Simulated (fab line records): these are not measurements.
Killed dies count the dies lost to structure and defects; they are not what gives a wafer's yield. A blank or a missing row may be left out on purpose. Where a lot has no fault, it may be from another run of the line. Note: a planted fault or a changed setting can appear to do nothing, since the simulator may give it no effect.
Which tool was responsible? ; flow nand harc ; Sampling: 12 lots, 36 wafers, 6 of 1302 route steps

== WHAT THE GAUGES READ, wafer by wafer ==
NHARC_A_BLC_CD_MEAS_10: target cd 100 nm.
lot;measured;on;cd nm (nm)
L932;day 22 10:57;cd sem-02;98.0 100.2 98.9
L934;day 23 00:23;cd sem-02;100.4 100.9 100.8
L935;day 23 02:29;cd sem-01;100.5 100.3 98.8
L936;day 23 18:50;cd sem-02;- - -
L937;day 24 02:11;cd sem-02;- - -
L939;day 25 17:26;cd sem-03;99.8 99.9 100.3
L941;day 26 08:28;cd sem-01;98.8 99.8 100.2
L943;day 27 05:43;cd sem-01;98.5 99.1 98.4
L946;day 28 10:44;cd sem-02;100.4 99.7 99.6
L949;day 28 20:45;cd sem-03;100.1 99.5 100.0
L952;day 30 07:43;cd sem-02;99.2 99.3 99.9
L955;day 32 08:11;cd sem-01;100.4 100.1 100.6

NHARC_A_BLC_CD_MEAS_19.
lot;measured;on;cd nm (nm)
L932;day 22 12:07;cd sem-01;100.3 100.4 96.9
L934;day 23 01:32;cd sem-03;102.4 100.3 103.3
L935;day 23 03:49;cd sem-02;98.6 101.6 101.0
L936;day 23 19:59;cd sem-02;- - -
L937;day 24 03:21;cd sem-03;- - -
L939;day 25 18:35;cd sem-01;101.5 105.6 100.4
L941;day 26 09:49;cd sem-01;103.9 103.0 103.6
L943;day 27 06:52;cd sem-01;98.5 100.8 99.4
L946;day 28 11:53;cd sem-02;105.6 104.1 99.4
L949;day 28 21:54;cd sem-03;102.4 102.4 99.2
L952;day 30 09:03;cd sem-03;101.1 96.6 98.9
L955;day 32 09:23;cd sem-02;98.7 100.3 103.1

== TOOL THAT RAN EACH LOT (tool first, then ch and the chambers of the sampled wafers, then the start) ==
lot;NHARC_A_CONTACT_ETCH_136;NHARC_A_CONTACT_ETCH_139;NHARC_A_BLC_EXPOSE_07;NHARC_A_BLC_ETCH_18
L932;har cap etch-02 ch 0,1, day 22 06:28;har cap etch-02 ch 0,1, day 22 07:17;arfi scanner-02 ch 0, day 22 10:49;rie diel-02 ch 1,3, day 22 12:07 or earlier
L934;har cap etch-02 ch 0,1, day 22 19:47;har cap etch-02 ch 0,1, day 22 20:35;arfi scanner-02 ch 0, day 23 00:15;rie diel-05 ch 0,1, day 23 01:32 or earlier
L935;har cap etch-01 ch 0,1, day 22 22:05;har cap etch-01 ch 0,1, day 22 22:53;arfi scanner-02 ch 0, day 23 02:20;rie diel-02 ch 1,2,3, day 23 03:49 or earlier
L936;har cap etch-03 ch 0,1, day 23 14:25;har cap etch-03 ch 0,1, day 23 15:13;arfi scanner-02 ch 0, day 23 18:42;rie diel-05 ch 0,1,2, day 23 19:59 or earlier
L937;har cap etch-02 ch 0,1, day 23 21:37;har cap etch-02 ch 0,1, day 23 22:26;arfi scanner-02 ch 0, day 24 02:03;rie diel-02 ch 0,1,2, day 24 03:21 or earlier
L939;har cap etch-01 ch 0,1, day 25 13:07;har cap etch-01 ch 0,1, day 25 13:56;arfi scanner-03 ch 0, day 25 17:18;rie diel-02 ch 0,1,2, day 25 18:35 or earlier
L941;har cap etch-03 ch 0,1, day 26 04:05;har cap etch-03 ch 0,1, day 26 04:55;arfi scanner-03 ch 0, day 26 08:20;rie diel-06 ch 0,1, day 26 09:49 or earlier
L943;har cap etch-01 ch 0,1, day 27 01:21;har cap etch-01 ch 0,1, day 27 02:10;arfi scanner-03 ch 0, day 27 05:34;rie diel-06 ch 2,3, day 27 06:52 or earlier
L946;har cap etch-01 ch 0,1, day 28 06:17;har cap etch-01 ch 0,1, day 28 07:06;arfi scanner-03 ch 0, day 28 10:36;rie diel-02 ch 0,3, day 28 11:53 or earlier
L949;har cap etch-02 ch 0,1, day 28 16:07;har cap etch-02 ch 0,1, day 28 16:55;arfi scanner-01 ch 0, day 28 20:37;rie diel-02 ch 0,1,3, day 28 21:54 or earlier
L952;har cap etch-01 ch 0,1, day 30 02:28;har cap etch-01 ch 0,1, day 30 03:16;arfi scanner-03 ch 0, day 30 07:34;rie diel-02 ch 0,1,3, day 30 09:03 or earlier
L955;har cap etch-01 ch 0,1, day 32 03:42;har cap etch-01 ch 0,1, day 32 04:31;arfi scanner-03 ch 0, day 32 08:03;rie diel-06 ch 0,2,3, day 32 09:23 or earlier
- NHARC_A_CONTACT_ETCH_136: etches the open film in C4F8/O2/Ar, time 311 s, target depth 1912 nm.
- NHARC_A_CONTACT_ETCH_139: etches the open film in C4F8/O2/Ar, time 195 s, target depth 840 nm.
- NHARC_A_BLC_EXPOSE_07: exposes mask A BLC, target cd 100 nm.
- NHARC_A_BLC_ETCH_18: etches the open film in C4F8/O2/Ar, target depth 910 nm.

== WHAT THE TOOLS THEMSELVES READ (means of the sampled wafers that have a number; where no wafer has one, the mark that the record gives instead) ==
NHARC_A_BLC_ETCH_18.
lot;tool;oes product au (a.u.);rf vpp V (V)
L932;rie diel-02;0.966;973
L934;rie diel-05;0.926;979
L935;rie diel-02;0.924;977
L936;rie diel-05;0.932;975
L937;rie diel-02;0.925;974
L939;rie diel-02;0.962;973
L941;rie diel-06;0.945;971
L943;rie diel-06;0.929;982
L946;rie diel-02;0.969;974
L949;rie diel-02;0.968;973
L952;rie diel-02;0.925;973
L955;rie diel-06;0.962;976

== THE ANSWER, worked out from the rows above alone ==
Rule: the usual values come from the lots themselves. Put in order of their means at a reading, lots are off if they are a third of the lots or fewer, leave a main group of 4 or more, and stand apart from it by a gap of 3 or more times the standard deviation of the main group's means; of several such gaps the widest counts. If all means in a main group match to the digits the tables above print for the reading, that group is not used. A lot without any number at a reading at which 4 lots or more have one is off too. The other lots that the step has rows for count as sound. First the gauges in route order, then the tools' own readings, where a lot's mean is used as printed above. The first step at which some lot is off is used, and at that step the reading that is off furthest; a lot without a number counts as furthest.
Off: L936, L937 (NHARC_A_BLC_CD_MEAS_10, cd nm). Without a number there: L936, L937. For the main group the mean is 99.7 nm and the standard deviation 0.56.
A tool fits if, at a process step before that reading, it ran every lot that is off, and no sound lot after the first of them. Gauges at NHARC_A_BLC_CD_MEAS_10: tried the same way as those tools. One fits: NHARC_A_BLC_EXPOSE_07 on arfi scanner-02. Its last sound lot is L935 (day 23 02:20), its first lot that is off L936 (day 23 18:42): a fault that began between those two fits.

== WHAT THE SIMULATOR HAD INSERTED ==
Process parameters drifting: arfi scanner-02 at NHARC_A_BLC_EXPOSE_07, beginning at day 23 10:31. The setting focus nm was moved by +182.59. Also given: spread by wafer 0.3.
Struck lots among those shown: L936, L937. This agrees with what the rule above found.
